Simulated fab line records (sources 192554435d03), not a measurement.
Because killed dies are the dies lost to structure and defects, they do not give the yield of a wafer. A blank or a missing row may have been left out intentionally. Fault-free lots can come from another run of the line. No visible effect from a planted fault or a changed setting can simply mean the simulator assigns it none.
Which tool did it? | flow n5Finfet | 9 lots with 27 wafers sampled at 5 steps, on a route of 1938 steps

== WHAT EACH GAUGE READ, for each wafer ==
N5_HKMG_FIN_INSPECT_61: inspects for defects (macro). Usual: rawDefectCount 2.1, standard deviation 1.5.
lot  | measured    | on               | rawDefectCount | flag
L137 | day 4 00:01 | defectInspect-01 | 6 3 1          | 
L142 | day 5 07:40 | defectInspect-02 | 1 1 2          | 
L144 | day 5 22:39 | defectInspect-01 | 2 4 3          | 
L149 | day 7 05:18 | defectInspect-02 | 2 2 2          | 
L152 | day 7 19:11 | defectInspect-01 | 1 3 1          | 
L154 | day 8 06:56 | defectInspect-02 | 5 3 5          | 
L155 | day 8 11:14 | defectInspect-02 | 2 0 6          | 
L156 | day 8 19:02 | defectInspect-02 | 4 4 5          | 
L157 | day 9 01:45 | defectInspect-01 | 0 0 1          | 

N5_BEOL_M4_RC_MEAS_101. Usual: DIBL_N 36.2 mV/V, standard deviation 1.7; DIBL_P 36.2 mV/V, standard deviation 2.2; IOFF_N 0.16 nA/um, standard deviation 0.035; IOFF_P 0.21 nA/um, standard deviation 0.042; ION_N 673 uA/um, standard deviation 13; ION_P 462 uA/um, standard deviation 7.9; SS_N 71.4 mV/dec, standard deviation 0.59; SS_P 73.2 mV/dec, standard deviation 0.7; VT_N 250 mV, standard deviation 3.6; VT_P -251 mV, standard deviation 3.5.
lot  | measured     | on        | DIBL_N (mV/V)  | DIBL_P (mV/V)  | IOFF_N (nA/um) | IOFF_P (nA/um) | ION_N (uA/um) | ION_P (uA/um) | SS_N (mV/dec)  | SS_P (mV/dec)  | VT_N (mV)   | VT_P (mV)      | flag
L137 | day 7 14:49  | prober-01 | 39.5 37.5 34.2 | 39.9 36.7 33.5 | 0.20 0.17 0.11 | 0.24 0.20 0.15 | 672 681 642   | 458 461 443   | 72.9 71.9 71.0 | 74.6 74.5 72.4 | 248 253 256 | -248 -251 -256 | 
L142 | day 8 20:38  | prober-01 | 39.8 39.8 41.5 | 40.7 39.1 41.8 | 0.25 0.22 0.28 | 0.32 0.28 0.36 | 705 680 688   | 485 468 478   | 72.4 71.3 72.1 | 74.7 74.4 74.7 | 240 246 243 | -245 -248 -243 | 
L144 | day 9 19:28  | prober-02 | 37.3 37.1 36.5 | 37.1 38.6 36.5 | 0.18 0.19 0.16 | 0.24 0.27 0.22 | 676 691 682   | 468 477 463   | 71.6 71.7 71.3 | 72.4 73.7 72.6 | 249 246 250 | -248 -247 -250 | 
L149 | day 11 04:16 | prober-02 | 35.3 37.7 37.8 | 34.2 37.2 38.8 | 0.12 0.16 0.16 | 0.16 0.19 0.22 | 662 686 677   | 457 458 464   | 70.2 71.1 72.0 | 72.5 73.5 73.0 | 255 249 250 | -255 -253 -252 | 
L152 | day 11 10:55 | prober-02 | 36.0 33.5 37.8 | 36.3 33.6 38.1 | 0.17 0.12 0.20 | 0.21 0.18 0.26 | 684 668 684   | 466 463 464   | 71.8 70.9 71.9 | 73.6 72.8 74.1 | 251 255 247 | -251 -253 -247 | 
L154 | day 12 13:05 | prober-02 | 36.2 35.4 36.9 | 35.5 35.1 37.5 | 0.16 0.16 0.17 | 0.21 0.21 0.24 | 670 677 676   | 465 468 462   | 71.2 71.6 72.2 | 73.1 73.0 73.1 | 251 249 249 | -249 -249 -249 | 
L155 | day 12 17:07 | prober-02 | 32.5 32.4 32.2 | 32.9 31.6 30.7 | 0.10 0.10 0.09 | 0.15 0.14 0.13 | 654 648 648   | 455 446 446   | 71.2 70.5 70.4 | 72.3 72.4 72.3 | 256 256 258 | -254 -255 -258 | 
L156 | day 12 23:57 | prober-01 | 35.2 37.4 36.4 | 34.0 36.2 34.2 | 0.13 0.18 0.15 | 0.18 0.22 0.19 | 668 685 661   | 460 467 455   | 71.4 71.3 70.8 | 72.7 72.8 73.1 | 250 245 249 | -253 -251 -252 | 
L157 | day 12 20:08 | prober-02 | 36.3 35.5 34.4 | 37.8 35.8 34.4 | 0.16 0.14 0.12 | 0.21 0.19 0.16 | 675 671 667   | 458 461 454   | 70.9 70.7 71.0 | 73.4 73.3 73.1 | 251 252 253 | -251 -251 -254 | 

== EACH LOT AND THE TOOL THAT RAN IT (in order: tool; ch and the chambers of the sampled wafers; start) ==
lot  | N5_HKMG_FIN_ALD_74             | N5_HKMG_FIN_STRIP_60               | N5_HKMG_FIN_ETCH_32
L137 | aldHk-03 ch 1,2,3, day 3 23:16 | plasmaAsher-02 ch 0,1, day 4 01:21 | rieDiel-03 ch 0,1,3, day 4 03:50
L142 | aldHk-01 ch 0,1, day 5 07:02   | plasmaAsher-02 ch 0,1, day 5 08:38 | rieDiel-01 ch 1,2, day 5 11:15
L144 | aldHk-03 ch 0,1,3, day 5 22:10 | plasmaAsher-01 ch 0,1, day 5 23:34 | rieDiel-04 ch 1,2,3, day 6 02:08
L149 | aldHk-02 ch 0,2,3, day 7 04:49 | plasmaAsher-02 ch 0,1, day 7 06:13 | rieDiel-01 ch 0,1,2, day 7 09:04
L152 | aldHk-02 ch 0,2,3, day 7 18:35 | plasmaAsher-01 ch 0,1, day 7 20:05 | rieDiel-04 ch 0,3, day 7 22:40
L154 | aldHk-03 ch 0,1,3, day 8 06:28 | plasmaAsher-02 ch 0,1, day 8 07:51 | rieDiel-04 ch 0,2,3, day 8 10:19
L155 | aldHk-03 ch 0,2,3, day 8 10:37 | plasmaAsher-01 ch 0,1, day 8 12:23 | rieDiel-04 ch 2,3, day 8 14:50
L156 | aldHk-03 ch 0,1,3, day 8 18:26 | plasmaAsher-02 ch 0,1, day 8 19:56 | rieDiel-03 ch 1,2, day 8 22:24
L157 | aldHk-02 ch 0,1,3, day 9 01:00 | plasmaAsher-02 ch 0,1, day 9 02:40 | rieDiel-04 ch 2,3, day 9 05:16
- N5_HKMG_FIN_ALD_74: deposits La2O3, target thk 0.5 nm, pulse time 6 s, co reactant pulse time 1 s.
- N5_HKMG_FIN_STRIP_60: strips in N2/H2, time 360 s.
- N5_HKMG_FIN_ETCH_32: etches SOC in N2/H2, target depth 240 nm, time 300 s.

== WHAT THE TOOLS THEMSELVES READ (means of the sampled wafers that have a number; where no wafer has one, the mark that the record gives instead) ==
N5_HKMG_FIN_ALD_74. Usual: heaterPowerW 337 W, standard deviation 39; precursorPulseHeightRel 0.998, standard deviation 0.019.
lot  | tool     | heaterPowerW (W) | precursorPulseHeightRel | flag
L137 | aldHk-03 | 294              | 1.003                   | 
L142 | aldHk-01 | 342              | 0.989                   | 
L144 | aldHk-03 | 325              | 1.011                   | 
L149 | aldHk-02 | 353              | 0.999                   | 
L152 | aldHk-02 | 357              | 0.985                   | 
L154 | aldHk-03 | 324              | 0.992                   | 
L155 | aldHk-03 | 316              | 0.998                   | 
L156 | aldHk-03 | 323              | 1.012                   | 
L157 | aldHk-02 | 377              | 1.003                   | 

N5_HKMG_FIN_STRIP_60. Usual: drypumpMotorCurrentA 5.9 A, standard deviation 0.68; heaterPowerW 485 W, standard deviation 28.
lot  | tool           | drypumpMotorCurrentA (A) | heaterPowerW (W) | flag
L137 | plasmaAsher-02 | 6.4                      | 487              | 
L142 | plasmaAsher-02 | 6.4                      | 485              | 
L144 | plasmaAsher-01 | 5.3                      | 472              | 
L149 | plasmaAsher-02 | 6.1                      | 507              | 
L152 | plasmaAsher-01 | 5.3                      | 471              | 
L154 | plasmaAsher-02 | 6.1                      | 510              | 
L155 | plasmaAsher-01 | 5.3                      | 468              | 
L156 | plasmaAsher-02 | 6.4                      | 483              | 
L157 | plasmaAsher-02 | 6.1                      | 507              | 

N5_HKMG_FIN_ETCH_32. Usual: chamberPressureMTorr 30.001 mTorr, standard deviation 0.029; drypumpMotorCurrentA 5.7 A, standard deviation 0.44; oesProductAu 0.76 a.u., standard deviation 0.056; rfFwdPowerW 837.8 W, standard deviation 2.7; rfVppV 524.9 V, standard deviation 2.1; showerheadPlenumPTorr 2.58 Torr, standard deviation 0.068; throttleValvePct 17.75 %, standard deviation 0.19.
lot  | tool       | chamberPressureMTorr (mTorr) | drypumpMotorCurrentA (A) | oesProductAu (a.u.) | rfFwdPowerW (W) | rfVppV (V) | showerheadPlenumPTorr (Torr) | throttleValvePct (%) | flag
L137 | rieDiel-03 | 29.998                       | 5.5                      | 0.77                | 837.9           | 526.8      | 2.62                         | 17.61                | 
L142 | rieDiel-01 | 30.008                       | 5.0                      | 0.74                | 837.7           | 524.7      | 2.58                         | 17.89                | 
L144 | rieDiel-04 | 29.944                       | 6.0                      | 0.77                | 837.1           | 524.5      | 2.58                         | 17.73                | 
L149 | rieDiel-01 | 29.995                       | 5.2                      | 0.66                | 669.5           | 583.9      | 2.53                         | 17.84                | OFF
L152 | rieDiel-04 | 29.984                       | 6.0                      | 0.73                | 836.8           | 524.7      | 2.58                         | 17.86                | 
L154 | rieDiel-04 | 29.985                       | 6.0                      | 0.72                | 839.6           | 524.1      | 2.55                         | 17.82                | 
L155 | rieDiel-04 | 29.962                       | 6.0                      | 0.71                | 838.8           | 525.5      | 2.57                         | 17.72                | 
L156 | rieDiel-03 | 30.026                       | 5.3                      | 0.77                | 837.5           | 524.2      | 2.53                         | 17.61                | 
L157 | rieDiel-04 | 30.021                       | 5.9                      | 0.71                | 835.9           | 525.6      | 2.57                         | 17.74                | 

== THE ANSWER, worked out from the rows above alone ==
Rule: take the mean of a lot's wafers that have a number; if it is more than 3 standard deviations from the usual mean, the lot is off. Also off: a lot with no number at a reading for which 4 or more lots have one. All remaining lots with rows at the step are treated as sound. After the gauges, taken in route order, come the tools' own readings; for these a lot's mean is taken, as printed above. At the first step where some lot is off, the reading lying furthest off is the one used; lots without a number count as furthest.
Off: L149, at N5_HKMG_FIN_ETCH_32 (rfFwdPowerW).
If a tool, at that step or one of the process steps before it, ran each lot that is off and ran no sound lot following the first of them, it fits. One fits: N5_HKMG_FIN_ETCH_32 on rieDiel-01. A fault onset in the window from L142 (day 5 11:15, its last sound lot) to L149 (day 7 09:04, its first lot off) fits.
The tool's own readings at N5_HKMG_FIN_ETCH_32 bear it out: on the lots that are off they differ by more than 5 times the standard deviation of the sound lots' means. rfFwdPowerW reads 669.5 W there against 837.7 W on the sound lots; rfVppV reads 583.9 V there against 525.0 V on the sound lots.

== WHAT HAD BEEN PUT IN BY THE SIMULATOR ==
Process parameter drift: rieDiel-01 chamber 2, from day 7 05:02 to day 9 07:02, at N5_HKMG_FIN_ETCH_32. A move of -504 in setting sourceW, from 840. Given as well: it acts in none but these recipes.
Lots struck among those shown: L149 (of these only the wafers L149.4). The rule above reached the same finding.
